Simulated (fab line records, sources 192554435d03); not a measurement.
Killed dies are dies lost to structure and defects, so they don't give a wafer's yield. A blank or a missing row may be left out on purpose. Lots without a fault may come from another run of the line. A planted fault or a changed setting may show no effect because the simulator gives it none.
A struck lot beside a sound one | flow n5_finfet | 16 steps out of a route of 1938
Sound: wafers L480.2, L480.5, L480.6. Struck: wafer L485.1. (L485.3, L485.5 of the same lot were not struck and are left out.) The cause comes at the end.
At each step with rows: each side's tool, then ch and its chambers, then its first start. Under that, the readings that differ: sound wafers | struck wafers | difference of the means | sigmas: that difference in standard deviations of wafers without a fault.
alike: readings whose means differ by less than 2 such deviations, and words and numbers that are the same on both sides. not compared: withheld readings, readings that some wafer has no value for, bounds like >300 that may hide the same value, and numbers for which the record gives no deviation and whose values overlap.
The two part at a step that has a row with sigmas, a row that says differs or no value, or rows on one side only. Numbers that don't overlap but have no deviation are shown without sigmas and don't part them. A reading that every wafer of one side lacks parts them only if that side has two wafers or more.

N5_FIN_CUT_CD_MEAS_08: target cd 29.1 nm.
  sound on cd_sem-02 ch 0, day 3 20:32; struck on cd_sem-03 ch 0, day 5 00:26
  alike: cd_nm
N5_FIN_CUT_OVL_MEAS_09:
  sound on overlay-01 ch 0, day 3 20:34; struck on overlay-01 ch 0, day 5 00:28
  alike: FIN_CUT_OVL
N5_FIN_CUT_INSPECT_10: inspects for defects (brightfield).
  sound on defect_inspect-02, day 3 20:37; struck on defect_inspect-02, day 5 00:31
  alike: raw_defect_count
N5_FIN_CUT_DESCUM_13: chemistry O2, time 7 s.
  sound on rie_diel-04 ch 0,3, day 3 20:39; struck on rie_diel-04 ch 0, day 5 00:49
  alike: chamber_pressure_mTorr, drypump_motor_current_A, oes_product_au, rf_vpp_V, showerhead_plenum_p_Torr, throttle_valve_pct
  not compared: rf_hours_counter_h
N5_FIN_CUT_ETCH_30: etches underlayer in N2/H2, target depth 13 nm, time 10.4 s.
  sound on rie_diel-04 ch 0,3, day 3 20:41; struck on rie_diel-04 ch 0, day 5 00:51
  alike: chamber_pressure_mTorr, drypump_motor_current_A, etch_rf_on_time_s, oes_product_au, rf_vpp_V, showerhead_plenum_p_Torr, throttle_valve_pct
  not compared: rf_hours_counter_h
N5_FIN_CUT_ETCH_20: etches SiARC in CF4, target depth 26 nm, time 43.3 s.
  sound on rie_diel-04 ch 0,3, day 3 20:42; struck on rie_diel-04 ch 0, day 5 00:52
  alike: chamber_pressure_mTorr, drypump_motor_current_A, etch_rf_on_time_s, oes_product_au, rf_vpp_V, showerhead_plenum_p_Torr, throttle_valve_pct
  not compared: rf_hours_counter_h
N5_FIN_CUT_ETCH_21: etches SOC in N2/H2, target depth 219 nm, overetch 43.8 nm, time 523.5 s.
  sound on rie_diel-04 ch 0,3, day 3 20:44; struck on rie_diel-04 ch 0, day 5 00:55
  alike: chamber_pressure_mTorr, drypump_motor_current_A, oes_product_au, rf_vpp_V, showerhead_plenum_p_Torr, throttle_valve_pct
  not compared: rf_hours_counter_h
then, 3 steps without rows for these wafers: N5_FIN_CUT_STRIP_23 (strips in N2/H2); N5_FIN_CUT_STRIP_31 (strips in N2/H2); N5_FIN_CUT_STRIP_24 (strips in CF4).
N5_FIN_CUT_CUT_ETCH_26: etches SiNx in CH3F/O2, target depth 39 nm, time 55.7 s.
  sound on rie_diel-04 ch 0,3, day 3 21:05; struck on rie_diel-04 ch 0, day 5 01:16
  alike: chamber_pressure_mTorr, drypump_motor_current_A, oes_product_au, rf_vpp_V, showerhead_plenum_p_Torr, throttle_valve_pct
  not compared: rf_hours_counter_h
then, 1 step without rows for these wafers: N5_FIN_CUT_CUT_ETCH_27 (etches SiO2 in CHF3/O2, target depth 4 nm, overetch 2 nm, time 4.9 s).
N5_FIN_CUT_PRECLEAN_35: cleans in vHF, time 13.3 s.
  sound on vapor_etch-01 ch 0,1, day 3 21:12; struck on vapor_etch-01 ch 0, day 5 01:22
  reading    | sound          | struck | difference | sigmas
  time_s (s) | 13.3 13.3 13.3 | 8.906  | -4.394     |
  alike: drypump_motor_current_A
then, 1 step without rows for these wafers: N5_FIN_CUT_CUT_ETCH_15 (etches Si in HBr/Cl2/O2, target depth 100 nm, bt time 10 s, time 42.4 s).
-- the record jumps here: 6 days lie between the struck wafers' starts before and after (it left off in module FIN_CUT and takes up again in module BEOL_M4, whose first step shown is number 1111 of the route) --
N5_BEOL_M4_RC_MEAS_101:
  sound on prober-01 ch 0, day 9 23:57; struck on prober-01 ch 0, day 11 05:02
  reading       | sound             | struck | difference | sigmas
  DIBL_N (mV/V) | 36.8 37.4 37.0    | 32.4   | -4.7       | -3
  DIBL_P (mV/V) | 36.8 38.4 37.8    | 32.9   | -4.8       | -3
  ION_N (uA/um) | 684 682 669       | 653    | -25        | -3
  VT_N (mV)     | 248.3 248.9 249.1 | 255.0  | +6.2       | +2
  alike: IOFF_N, IOFF_P, ION_P, SS_N, SS_P, VT_P
-- the record jumps here: 5 days lie between the struck wafers' starts before and after (it left off in module BEOL_M4 and takes up again in module PASSIVATION, whose first step shown is number 1936 of the route) --
N5_PASSIVATION_PROBE_49:
  sound on prober-02, day 14 10:09; struck on prober-02, day 15 18:55
  reading         | sound | struck | difference | sigmas
  killed_at_other | 2 1 1 | 8      | +7         | +2
  alike: defect_limited_yield, killed_at_M0_to_M3, killed_at_M4_up, killed_at_contacts, killed_at_front_end, killed_dies, killed_open, killed_short, sort_bin_5_function, sort_bin_6_memory, sort_n_pass, sort_yield_pct

WHERE THEY PART
First at N5_BEOL_M4_RC_MEAS_101; last, within this record, at N5_PASSIVATION_PROBE_49.

WHY: what the simulator had put in
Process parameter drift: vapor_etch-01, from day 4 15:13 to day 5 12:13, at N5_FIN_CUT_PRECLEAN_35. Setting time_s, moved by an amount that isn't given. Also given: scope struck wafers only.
